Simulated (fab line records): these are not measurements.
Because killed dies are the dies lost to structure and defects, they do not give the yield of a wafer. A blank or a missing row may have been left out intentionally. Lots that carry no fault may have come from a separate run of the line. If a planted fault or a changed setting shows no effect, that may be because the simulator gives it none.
Which of the tools did it? ; flow nand-harc ; Sampling: 24 lots, 72 wafers, 6 of 1159 route steps

== WHAT THE GAUGES READ, wafer by wafer ==
NHARC_P_STI_CD_MEAS_09: target cd 200 nm.
lot;measured;on;cd-nm (nm)
L074;day 2 13:07;cd-sem-03;201.5 201.7 201.3
L075;day 2 19:54;cd-sem-01;199.7 197.2 198.4
L076;day 2 19:56;cd-sem-02;202.6 203.7 200.5
L077;day 3 04:52;cd-sem-01;201.5 201.7 201.7
L078;day 3 10:58;cd-sem-01;202.7 204.0 202.9
L079;day 3 18:06;cd-sem-03;202.8 203.8 202.7
L080;day 3 23:44;cd-sem-02;198.9 198.1 199.5
L081;day 4 04:52;cd-sem-03;203.1 203.8 204.6
L082;day 4 11:22;cd-sem-03;198.1 200.6 199.9
L083;day 4 18:26;cd-sem-02;200.5 199.1 200.8
L084;day 4 23:20;cd-sem-02;198.3 198.0 197.6
L086;day 5 07:20;cd-sem-03;197.9 201.3 201.2
L085;day 5 07:30;cd-sem-03;196.7 199.8 199.7
L087;day 5 18:52;cd-sem-02;201.4 199.3 202.9
L088;day 6 00:50;cd-sem-01;201.7 202.5 202.6
L089;day 6 05:11;cd-sem-03;201.8 205.0 199.7
L090;day 6 10:58;cd-sem-02;202.6 205.6 204.2
L091;day 6 16:59;cd-sem-01;203.4 200.8 200.6
L092;day 7 01:08;cd-sem-03;204.0 204.0 204.9
L094;day 7 07:43;cd-sem-02;202.5 200.1 199.7
L093;day 7 07:53;cd-sem-01;201.2 203.6 206.4
L095;day 7 20:07;cd-sem-01;200.9 195.8 198.0
L096;day 7 20:17;cd-sem-02;198.6 198.1 199.9
L097;day 8 04:49;cd-sem-03;202.4 202.2 198.1

NHARC_P_STI_OVL_MEAS_10.
lot;measured;on;overlay-x-nm (nm);overlay-y-nm (nm)
L074;day 2 13:12;overlay-01;-4 -5 -4;-6 -6 -6
L075;day 2 19:59;overlay-02;-3 -2 -3;-6 -6 -6
L076;day 2 20:01;overlay-01;9 9 8;-4 -4 -3
L077;day 3 04:57;overlay-01;2 2 2;2 1 2
L078;day 3 11:04;overlay-02;0 0 1;-8 -8 -8
L079;day 3 18:11;overlay-01;-3 -3 -4;3 2 3
L080;day 3 23:49;overlay-01;-3 -3 -3;6 6 6
L081;day 4 04:58;overlay-01;-4 -4 -4;1 1 2
L082;day 4 11:28;overlay-01;3 3 3;0 0 0
L083;day 4 18:32;overlay-02;3 3 3;9 10 10
L084;day 4 23:26;overlay-02;-2 -2 -1;-2 -2 -3
L086;day 5 07:26;overlay-01;-8 -8 -8;-4 -4 -4
L085;day 5 07:35;overlay-01;-11 -10 -10;0 0 0
L087;day 5 18:56;overlay-02;13 13 13;11 11 11
L088;day 6 00:56;overlay-02;9 8 9;3 4 3
L089;day 6 05:16;overlay-02;-3 -3 -4;-5 -5 -5
L090;day 6 11:04;overlay-01;3 3 3;-6 -7 -7
L091;day 6 17:04;overlay-02;-1 -2 -2;-3 -3 -2
L092;day 7 01:13;overlay-01;-11 -11 -10;-15 -16 -15
L094;day 7 07:48;overlay-02;4 3 4;8 8 8
L093;day 7 07:58;overlay-01;-9 -9 -9;2 2 2
L095;day 7 20:13;overlay-01;2 1 2;-7 -7 -7
L096;day 7 20:22;overlay-02;-10 -10 -10;9 8 8
L097;day 8 04:54;overlay-01;-7 -8 -8;8 9 9

NHARC_P_CONTACT_CD_MEAS_12: target cd 90 nm.
lot;measured;on;cd-nm (nm)
L074;day 5 14:01;cd-sem-03;90.3 90.4 89.9
L075;day 5 23:55;cd-sem-02;90.0 89.5 89.3
L076;day 6 00:29;cd-sem-03;90.3 91.6 90.7
L077;day 6 07:20;cd-sem-03;89.4 89.8 89.4
L078;day 6 15:31;cd-sem-03;89.4 89.2 89.1
L079;day 7 07:03;cd-sem-02;90.9 91.4 90.9
L080;day 7 05:11;cd-sem-03;89.1 89.3 89.2
L081;day 7 03:52;cd-sem-01;88.4 89.0 88.2
L082;day 7 14:13;cd-sem-02;87.8 89.4 89.2
L083;day 7 18:14;cd-sem-03;89.8 90.4 91.1
L084;day 7 18:54;cd-sem-02;87.9 89.1 89.1
L086;day 8 20:34;cd-sem-03;90.3 90.8 89.9
L085;day 9 02:05;cd-sem-02;90.2 90.9 90.1
L087;day 8 19:44;cd-sem-03;90.0 90.6 91.0
L088;day 9 06:40;cd-sem-01;88.8 89.5 89.0
L089;day 9 12:34;cd-sem-03;90.7 90.4 91.1
L090;day 9 11:34;cd-sem-03;89.6 89.9 89.6
L091;day 9 21:22;cd-sem-02;89.8 90.5 89.4
L092;day 10 10:20;cd-sem-01;89.7 90.5 89.6
L094;day 10 03:39;cd-sem-02;89.1 88.6 89.3
L093;day 10 05:11;cd-sem-03;90.6 90.6 91.3
L095;day 10 21:33;cd-sem-03;90.5 90.1 90.6
L096;day 10 21:52;cd-sem-02;90.4 89.7 89.6
L097;day 11 10:14;cd-sem-03;89.5 89.4 89.8

== WHICH TOOL RAN EACH LOT (tool, then ch and the chambers of the sampled wafers, then the start) ==
lot;NHARC_P_GATE_HM_OPEN_105;NHARC_P_GATE_ETCH_114;NHARC_P_GATE_STRIP_112
L074;rie-diel-10 ch 1,3, day 5 07:49 or earlier;rie-diel-10 ch 1,3, day 5 07:49 or earlier;plasma-asher-02 ch 0,1, day 5 07:49
L075;rie-diel-10 ch 0,1,3, day 5 18:06 or earlier;rie-diel-10 ch 1,2,3, day 5 18:06 or earlier;plasma-asher-02 ch 0,1, day 5 18:06
L076;rie-diel-10 ch 0,1,2, day 5 18:19 or earlier;rie-diel-10 ch 0,1,2, day 5 18:19 or earlier;plasma-asher-01 ch 0,1, day 5 18:19
L077;rie-diel-10 ch 0,1, day 6 01:14 or earlier;rie-diel-10 ch 0,1,3, day 6 01:14 or earlier;plasma-asher-02 ch 1, day 6 01:14
L078;rie-diel-11 ch 0,3, day 6 09:47 or earlier;rie-diel-11 ch 1,2, day 6 09:47 or earlier;plasma-asher-01 ch 0,1, day 6 09:47
L079;rie-diel-11 ch 1,2,3, day 7 00:57 or earlier;rie-diel-11 ch 0,2, day 7 00:57 or earlier;plasma-asher-01 ch 0,1, day 7 00:57
L080;rie-diel-09 ch 0,1,2, day 6 22:45 or earlier;rie-diel-09 ch 0,2,3, day 6 22:45 or earlier;plasma-asher-02 ch 0,1, day 6 22:45
L081;rie-diel-10 ch 1,2, day 6 22:12 or earlier;rie-diel-10 ch 2,3, day 6 22:12 or earlier;plasma-asher-01 ch 0,1, day 6 22:12
L082;rie-diel-11 ch 0,1,3, day 7 07:56 or earlier;rie-diel-11 ch 0,1,2, day 7 07:56 or earlier;plasma-asher-01 ch 0,1, day 7 07:56
L083;rie-diel-10 ch 1,2,3, day 7 12:15 or earlier;rie-diel-10 ch 0,1,2, day 7 12:15 or earlier;plasma-asher-02 ch 0,1, day 7 12:15
L084;rie-diel-11 ch 0,2, day 7 12:46 or earlier;rie-diel-11 ch 1,2, day 7 12:46 or earlier;plasma-asher-01 ch 0,1, day 7 12:46
L086;rie-diel-09 ch 1,2,3, day 8 14:01 or earlier;rie-diel-09 ch 0,1,2, day 8 14:01 or earlier;plasma-asher-02 ch 0,1, day 8 14:01
L085;rie-diel-11 ch 0,2,3, day 8 19:53 or earlier;rie-diel-11 ch 2,3, day 8 19:53 or earlier;plasma-asher-01 ch 0,1, day 8 19:53
L087;rie-diel-10 ch 0,1,2, day 8 13:29 or earlier;rie-diel-10 ch 0,1,2, day 8 13:29 or earlier;plasma-asher-02 ch 0,1, day 8 13:29
L088;rie-diel-11 ch 0,2, day 9 00:13 or earlier;rie-diel-11 ch 0,2, day 9 00:13 or earlier;plasma-asher-02 ch 0,1, day 9 00:13
L089;rie-diel-11 ch 0,2,3, day 9 06:28 or earlier;rie-diel-11 ch 0,2,3, day 9 06:28 or earlier;plasma-asher-02 ch 0,1, day 9 06:28
L090;rie-diel-11 ch 0,2, day 9 05:46 or earlier;rie-diel-11 ch 2,3, day 9 05:46 or earlier;plasma-asher-01 ch 0,1, day 9 05:46
L091;rie-diel-09 ch 1,2, day 9 15:26 or earlier;rie-diel-09 ch 1,3, day 9 15:26 or earlier;plasma-asher-02 ch 0,1, day 9 15:26
L092;rie-diel-10 ch 0,2, day 10 04:06 or earlier;rie-diel-10 ch 1,2,3, day 10 04:06 or earlier;plasma-asher-02 ch 0,1, day 10 04:06
L094;rie-diel-09 ch 0,1,2, day 9 21:40 or earlier;rie-diel-09 ch 0,1,2, day 9 21:40 or earlier;plasma-asher-02 ch 0,1, day 9 21:40
L093;rie-diel-11 ch 2,3, day 9 22:49 or earlier;rie-diel-11 ch 0,3, day 9 22:49 or earlier;plasma-asher-01 ch 0,1, day 9 22:49
L095;rie-diel-11 ch 0,1,2, day 10 15:28 or earlier;rie-diel-11 ch 0,2, day 10 15:28 or earlier;plasma-asher-02 ch 0,1, day 10 15:28
L096;rie-diel-10 ch 0,2,3, day 10 15:58 or earlier;rie-diel-10 ch 1,2,3, day 10 15:58 or earlier;plasma-asher-02 ch 0,1, day 10 15:58
L097;rie-diel-11 ch 0,1, day 11 04:37 or earlier;rie-diel-11 ch 0,1, day 11 04:37 or earlier;plasma-asher-02 ch 0,1, day 11 04:37
- NHARC_P_GATE_HM_OPEN_105: chemistry O2/COS, target depth 360 nm.
- NHARC_P_GATE_ETCH_114: etches the open film in CF4/O2, target depth 30 nm, overetch 3 nm, time 16.5 s.
- NHARC_P_GATE_STRIP_112: strips in N2/H2, time 200 s.

== WHAT THE TOOLS THEMSELVES READ (means of the sampled wafers that have a number; where no wafer has one, the mark that the record gives instead) ==
NHARC_P_GATE_HM_OPEN_105.
lot;tool;chamber-pressure-mTorr (mTorr);drypump-motor-current-A (A);oes-product-au (a.u.);rf-vpp-V (V);showerhead-plenum-p-Torr (Torr);throttle-valve-pct (%)
L074;rie-diel-10;20.003;5.4;1.003;469;3.23;28.335
L075;rie-diel-10;19.998;5.4;1.001;469;3.23;28.334
L076;rie-diel-10;19.989;5.5;1.010;466;3.14;28.325
L077;rie-diel-10;20.001;5.4;1.003;470;3.24;28.324
L078;rie-diel-11;20.005;5.2;1.009;467;3.14;28.324
L079;rie-diel-11;19.992;5.6;0.998;463;2.93;28.334
L080;rie-diel-09;19.995;5.6;0.995;466;3.06;28.332
L081;rie-diel-10;20.000;5.5;1.006;467;3.16;28.345
L082;rie-diel-11;20.007;5.4;0.999;465;3.03;28.332
L083;rie-diel-10;20.015;5.5;1.004;468;3.14;28.322
L084;rie-diel-11;19.991;5.6;0.999;466;3.04;28.330
L086;rie-diel-09;19.996;5.6;0.992;467;3.14;28.334
L085;rie-diel-11;19.993;5.4;1.003;465;3.03;28.335
L087;rie-diel-10;19.984;5.5;1.010;467;3.13;28.335
L088;rie-diel-11;19.993;5.6;0.991;465;3.04;28.327
L089;rie-diel-11;20.003;5.4;1.000;465;3.03;28.327
L090;rie-diel-11;20.016;5.6;0.998;465;3.04;28.331
L091;rie-diel-09;19.993;5.5;0.994;465;3.09;28.333
L092;rie-diel-10;19.993;5.6;1.005;465;3.02;28.323
L094;rie-diel-09;19.994;5.6;0.992;465;3.05;28.342
L093;rie-diel-11;19.998;5.7;1.001;463;2.93;28.330
L095;rie-diel-11;20.014;5.6;1.003;464;3.03;28.336
L096;rie-diel-10;20.000;5.5;1.006;467;3.10;28.329
L097;rie-diel-11;20.002;5.4;1.001;467;3.12;28.335

NHARC_P_GATE_ETCH_114.
lot;tool;chamber-pressure-mTorr (mTorr);drypump-motor-current-A (A);oes-product-au (a.u.);rf-vpp-V (V);showerhead-plenum-p-Torr (Torr);throttle-valve-pct (%)
L074;rie-diel-10;30.016;5.4;1.006;199.1;1.38;13.393
L075;rie-diel-10;29.988;5.5;1.009;197.5;1.34;13.401
L076;rie-diel-10;30.011;5.5;1.009;198.6;1.34;13.404
L077;rie-diel-10;30.012;5.4;1.005;198.5;1.38;13.402
L078;rie-diel-11;30.036;5.8;0.995;195.6;1.25;13.396
L079;rie-diel-11;29.988;5.4;0.996;198.5;1.35;13.395
L080;rie-diel-09;30.019;5.7;0.996;198.1;1.33;13.393
L081;rie-diel-10;29.981;5.6;1.009;197.5;1.30;13.397
L082;rie-diel-11;30.005;5.6;1.000;196.7;1.30;13.391
L083;rie-diel-10;29.969;5.4;1.011;198.1;1.34;13.393
L084;rie-diel-11;29.994;5.8;0.987;195.8;1.25;13.396
L086;rie-diel-09;30.022;5.6;1.003;196.8;1.31;13.394
L085;rie-diel-11;30.012;5.4;1.006;196.1;1.25;13.392
L087;rie-diel-10;29.979;5.4;1.014;198.3;1.34;13.400
L088;rie-diel-11;29.981;5.4;0.996;197.9;1.34;13.395
L089;rie-diel-11;30.027;5.4;0.991;197.0;1.29;13.406
L090;rie-diel-11;29.979;5.4;1.004;195.0;1.25;13.398
L091;rie-diel-09;30.019;5.3;0.988;197.1;1.33;13.403
L092;rie-diel-10;29.982;5.5;0.997;198.1;1.34;13.398
L094;rie-diel-09;30.035;5.6;0.988;196.6;1.30;13.399
L093;rie-diel-11;30.012;5.2;1.001;196.9;1.30;13.394
L095;rie-diel-11;30.001;5.7;1.001;196.3;1.29;13.389
L096;rie-diel-10;29.966;5.5;1.004;196.8;1.34;13.389
L097;rie-diel-11;30.017;5.5;0.988;197.6;1.29;13.400

NHARC_P_GATE_STRIP_112.
lot;tool;drypump-motor-current-A (A);heater-power-w (W);rf-refl-power-W (W)
L074;plasma-asher-02;5.5;82;24
L075;plasma-asher-02;6.1;87;28
L076;plasma-asher-01;5.9;93;16
L077;plasma-asher-02;4.9;79;20
L078;plasma-asher-01;5.7;97;15
L079;plasma-asher-01;5.7;99;15
L080;plasma-asher-02;6.1;86;29
L081;plasma-asher-01;5.7;98;16
L082;plasma-asher-01;5.8;92;17
L083;plasma-asher-02;5.5;84;24
L084;plasma-asher-01;5.7;97;15
L086;plasma-asher-02;6.1;86;28
L085;plasma-asher-01;5.7;98;15
L087;plasma-asher-02;6.0;87;29
L088;plasma-asher-02;5.5;82;24
L089;plasma-asher-02;5.5;81;24
L090;plasma-asher-01;5.7;99;15
L091;plasma-asher-02;6.1;84;28
L092;plasma-asher-02;6.1;83;28
L094;plasma-asher-02;6.1;84;28
L093;plasma-asher-01;5.9;92;17
L095;plasma-asher-02;6.1;83;27
L096;plasma-asher-02;5.5;82;24
L097;plasma-asher-02;6.1;84;28

== THE ANSWER, worked out from the rows above alone ==
Rule: what is usual is taken from the lots themselves. Put in order of their means at a reading, lots are off if they are a third of the lots or fewer, leave a main group of 4 or more, and stand apart from it by a gap of 3 or more times the standard deviation of the main group's means; of several such gaps the widest counts. A main group is skipped when, at the precision printed for the reading in the tables above, its means are all equal. Also off: a lot with no number at a reading for which 4 or more lots have one. All remaining lots with rows at the step are treated as sound. After the gauges, taken in route order, come the tools' own readings; for these a lot's mean is taken, as printed above. At the first step where some lot is off, the reading lying furthest off is the one used; lots without a number count as furthest.
None of the lots is off at any reading shown; this tells nothing.

== WHAT WAS PUT IN BY THE SIMULATOR ==
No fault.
